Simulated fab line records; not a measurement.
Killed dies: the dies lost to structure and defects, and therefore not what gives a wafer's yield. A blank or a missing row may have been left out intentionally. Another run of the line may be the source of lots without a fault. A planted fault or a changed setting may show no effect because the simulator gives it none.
Matching of chambers    flow n5-finfet    4 sister chambers for N5_HKMG_FIN_ETCH_32 on rie-diel-03
The step etches SOC in N2/H2, target depth 240 nm, time 300 s. 14 wafers are shown with their chamber, then 7 later ones without.

## WAFERS, EACH WITH ITS CHAMBER
wafer   chamber  showerhead-plenum-p-Torr (Torr)  throttle-valve-pct (%)  oes-product-au (a.u.)
L079.1  2        2.43                             18.11                   0.69
L079.2  0        2.40                             17.85                   0.69
L079.4  3        2.52                             17.50                   0.75
L080.1  1        2.73                             17.92                   0.94
L080.3  2        2.43                             18.10                   0.70
L080.4  0        2.40                             17.84                   0.70
L081.2  1        2.73                             17.96                   0.94
L081.4  0        2.40                             17.85                   0.69
L081.6  1        2.73                             17.94                   0.94
L083.1  0        2.40                             17.85                   0.69
L083.2  3        2.52                             17.49                   0.73
L083.5  2        2.43                             18.13                   0.68
L084.2  2        2.43                             18.13                   0.68
L084.4  3        2.51                             17.49                   0.74

SIGNATURES (means of the wafers above)
reading                   chamber 0  chamber 1  chamber 2  chamber 3  scatter within a chamber
showerhead-plenum-p-Torr  2.4000     2.7300     2.4300     2.5167     0.00258
throttle-valve-pct        17.8475    17.9400    18.1175    17.4933    0.0127
oes-product-au            0.6925     0.9400     0.6875     0.7400     0.00742
Rule: a wafer's distance from a chamber is the root of the sum, over the readings, of the square of ((its reading less the chamber's mean) divided by the reading's scatter). The wafer belongs to the nearest chamber; if the next one is less than 2 further off, it can't be placed. The scatter: take each reading less its chamber's mean, square it, sum over the shown wafers, divide by the number of wafers less the number of chambers, and take the root.

## WAFERS WITH NO CHAMBER GIVEN
wafer   showerhead-plenum-p-Torr (Torr)  throttle-valve-pct (%)  oes-product-au (a.u.)
L084.5  2.72                             17.95                   0.91
L089.1  2.72                             17.97                   0.90
L089.2  2.42                             18.14                   0.68
L089.4  2.51                             17.49                   0.73
L092.2  2.51                             17.51                   0.72
L092.3  2.42                             18.16                   0.68
L092.5  2.51                             17.53                   0.72

## EACH ONE'S CHAMBER
wafer   from the rows above  in truth
L084.5  1                    1
L089.1  1                    1
L089.2  2                    2
L089.4  3                    3
L092.2  3                    3
L092.3  2                    2
L092.5  3                    3
7 of 7 placed correctly. Number that these rows cannot place: 0. Placed wrongly: 0.
